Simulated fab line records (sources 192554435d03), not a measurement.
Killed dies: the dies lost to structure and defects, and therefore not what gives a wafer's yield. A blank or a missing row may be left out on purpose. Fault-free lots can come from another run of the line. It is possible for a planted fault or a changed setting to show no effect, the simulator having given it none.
Matching of chambers -- flow n5Finfet -- N5_BEOL_M12_ILD_DEP_00 on pecvd-03: 3 sister chambers
The step deposits SiOC from DEMS/O2, target thk 658.92 nm, time 130.7 s. 6 wafers are shown with their chamber, then 8 later ones without.

EACH WAFER AND ITS CHAMBER
wafer,chamber,throttleValvePct (%),showerheadPlenumPTorr (Torr)
L086.3,1,12.3,5.708
L086.6,2,10.9,5.686
L089.2,0,12.3,5.689
L089.4,0,11.9,5.711
L089.5,1,12.1,5.701
L088.1,2,11.0,5.670

WAFERS WITHOUT THEIR CHAMBER
wafer,throttleValvePct (%),showerheadPlenumPTorr (Torr)
L088.2,12.2,5.694
L088.3,12.2,5.717
L092.2,10.7,5.672
L092.3,12.1,5.704
L092.4,10.9,5.677
L090.2,12.1,5.691
L090.3,11.1,5.679
L090.6,12.0,5.698

CHAMBER TAKEN BY EACH
wafer,from the rows above,in truth
L088.2,can't be placed: 0 or 1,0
L088.3,can't be placed: 1 or 0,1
L092.2,2,2
L092.3,can't be placed: 0 or 1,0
L092.4,2,2
L090.2,can't be placed: 0 or 1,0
L090.3,2,2
L090.6,can't be placed: 0 or 1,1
Correctly placed: 3 of 8. Cannot be placed on the basis of these rows: 5; the candidates contain the true chamber in 5. Wrongly placed: 0.
How it was worked out, from the rows above alone: a wafer's distance from a chamber is the root of the sum, over the readings, of the square of ((its reading less the chamber's mean) divided by the reading's scatter). If the next closest chamber is less than 2 further off than the closest, the wafer can't be placed; otherwise it belongs to the closest. Each chamber's mean is taken over the wafers shown for it. How the scatter is found: for the shown wafers, subtract from each reading the mean of its chamber, square and add these, divide the total by (wafers less chambers), then take the root.
